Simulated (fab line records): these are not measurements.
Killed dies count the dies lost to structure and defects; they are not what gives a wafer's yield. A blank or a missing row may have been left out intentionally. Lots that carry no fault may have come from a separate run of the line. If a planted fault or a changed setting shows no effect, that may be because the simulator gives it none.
Matching of chambers / flow nand_harc / 4 sister chambers for NHARC_A_DECK1_JOINT_CMP_13 on cmp-02
The step polishes, target thk 51.023 nm. 18 wafers are shown with their chamber, then 9 later ones without.

## WAFERS WITH THEIR CHAMBER
wafer=L076.1; chamber=3; motor_current_A (A)=11.9; time_to_endpoint_s (s)=10.3; edge_zone_pressure_frac=1.001
wafer=L076.2; chamber=1; motor_current_A (A)=12.9; time_to_endpoint_s (s)=7.9; edge_zone_pressure_frac=0.999
wafer=L076.3; chamber=0; motor_current_A (A)=12.1; time_to_endpoint_s (s)=11.3; edge_zone_pressure_frac=1.001
wafer=L078.2; chamber=1; motor_current_A (A)=12.1; time_to_endpoint_s (s)=5.4; edge_zone_pressure_frac=1.001
wafer=L078.5; chamber=2; motor_current_A (A)=11.2; time_to_endpoint_s (s)=11.4; edge_zone_pressure_frac=1.003
wafer=L078.6; chamber=3; motor_current_A (A)=12.6; time_to_endpoint_s (s)=8.9; edge_zone_pressure_frac=0.996
wafer=L077.1; chamber=3; motor_current_A (A)=12.4; time_to_endpoint_s (s)=6.8; edge_zone_pressure_frac=0.996
wafer=L077.2; chamber=2; motor_current_A (A)=11.0; time_to_endpoint_s (s)=9.4; edge_zone_pressure_frac=1.008
wafer=L077.5; chamber=1; motor_current_A (A)=12.7; time_to_endpoint_s (s)=5.2; edge_zone_pressure_frac=1.004
wafer=L081.2; chamber=3; motor_current_A (A)=12.3; time_to_endpoint_s (s)=8.1; edge_zone_pressure_frac=1.003
wafer=L081.3; chamber=0; motor_current_A (A)=11.5; time_to_endpoint_s (s)=8.8; edge_zone_pressure_frac=0.993
wafer=L081.6; chamber=2; motor_current_A (A)=10.9; time_to_endpoint_s (s)=11.7; edge_zone_pressure_frac=1.009
wafer=L083.1; chamber=0; motor_current_A (A)=10.9; time_to_endpoint_s (s)=10.7; edge_zone_pressure_frac=0.999
wafer=L083.2; chamber=3; motor_current_A (A)=12.1; time_to_endpoint_s (s)=10.3; edge_zone_pressure_frac=0.989
wafer=L083.6; chamber=0; motor_current_A (A)=11.3; time_to_endpoint_s (s)=10.3; edge_zone_pressure_frac=0.998
wafer=L084.3; chamber=2; motor_current_A (A)=11.3; time_to_endpoint_s (s)=9.2; edge_zone_pressure_frac=0.996
wafer=L084.4; chamber=1; motor_current_A (A)=12.9; time_to_endpoint_s (s)=4.8; edge_zone_pressure_frac=0.996
wafer=L084.5; chamber=2; motor_current_A (A)=11.1; time_to_endpoint_s (s)=10.5; edge_zone_pressure_frac=1.001

SIGNATURES (means of the wafers above)
reading=motor_current_A; chamber 0=11.450; chamber 1=12.650; chamber 2=11.100; chamber 3=12.260; scatter within a chamber=0.335
reading=time_to_endpoint_s; chamber 0=10.275; chamber 1=5.825; chamber 2=10.440; chamber 3=8.880; scatter within a chamber=1.29
reading=edge_zone_pressure_frac; chamber 0=0.99775; chamber 1=1.00000; chamber 2=1.00340; chamber 3=0.99700; scatter within a chamber=0.00463
Rule: for a wafer and a chamber, the distance is found by dividing, reading by reading, the gap between the wafer's reading and the chamber's mean by the reading's scatter, squaring, summing and taking the root. If the next closest chamber is less than 2 further off than the closest, the wafer can't be placed; otherwise it belongs to the closest. The scatter: the root of (the sum of the squares of (reading less its chamber's mean) over the shown wafers, divided by (wafers less chambers)).

## WAFERS MISSING THEIR CHAMBER
wafer=L088.1; motor_current_A (A)=12.4; time_to_endpoint_s (s)=6.8; edge_zone_pressure_frac=0.999
wafer=L088.3; motor_current_A (A)=12.5; time_to_endpoint_s (s)=6.0; edge_zone_pressure_frac=0.992
wafer=L088.4; motor_current_A (A)=11.4; time_to_endpoint_s (s)=11.2; edge_zone_pressure_frac=0.997
wafer=L094.1; motor_current_A (A)=12.2; time_to_endpoint_s (s)=10.6; edge_zone_pressure_frac=1.003
wafer=L094.2; motor_current_A (A)=12.2; time_to_endpoint_s (s)=10.2; edge_zone_pressure_frac=1.007
wafer=L094.5; motor_current_A (A)=10.8; time_to_endpoint_s (s)=12.8; edge_zone_pressure_frac=0.997
wafer=L095.1; motor_current_A (A)=11.8; time_to_endpoint_s (s)=10.0; edge_zone_pressure_frac=0.991
wafer=L095.4; motor_current_A (A)=11.5; time_to_endpoint_s (s)=10.5; edge_zone_pressure_frac=1.004
wafer=L095.5; motor_current_A (A)=11.2; time_to_endpoint_s (s)=14.0; edge_zone_pressure_frac=0.997

## CHAMBER TAKEN BY EACH
wafer=L088.1; from the rows above=can't be placed: 1 or 3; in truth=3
wafer=L088.3; from the rows above=can't be placed: 1 or 3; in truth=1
wafer=L088.4; from the rows above=can't be placed: 0 or 2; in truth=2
wafer=L094.1; from the rows above=can't be placed: 3 or 0 or 2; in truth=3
wafer=L094.2; from the rows above=can't be placed: 3 or 0 or 2 or 1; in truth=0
wafer=L094.5; from the rows above=can't be placed: 2 or 0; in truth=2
wafer=L095.1; from the rows above=can't be placed: 0 or 3 or 2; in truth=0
wafer=L095.4; from the rows above=can't be placed: 2 or 0 or 3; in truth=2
wafer=L095.5; from the rows above=can't be placed: 0 or 2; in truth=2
Placed correctly: 0 of 9. Cannot be placed on the basis of these rows: 9; the candidates contain the true chamber in 9. Number placed wrongly: 0.
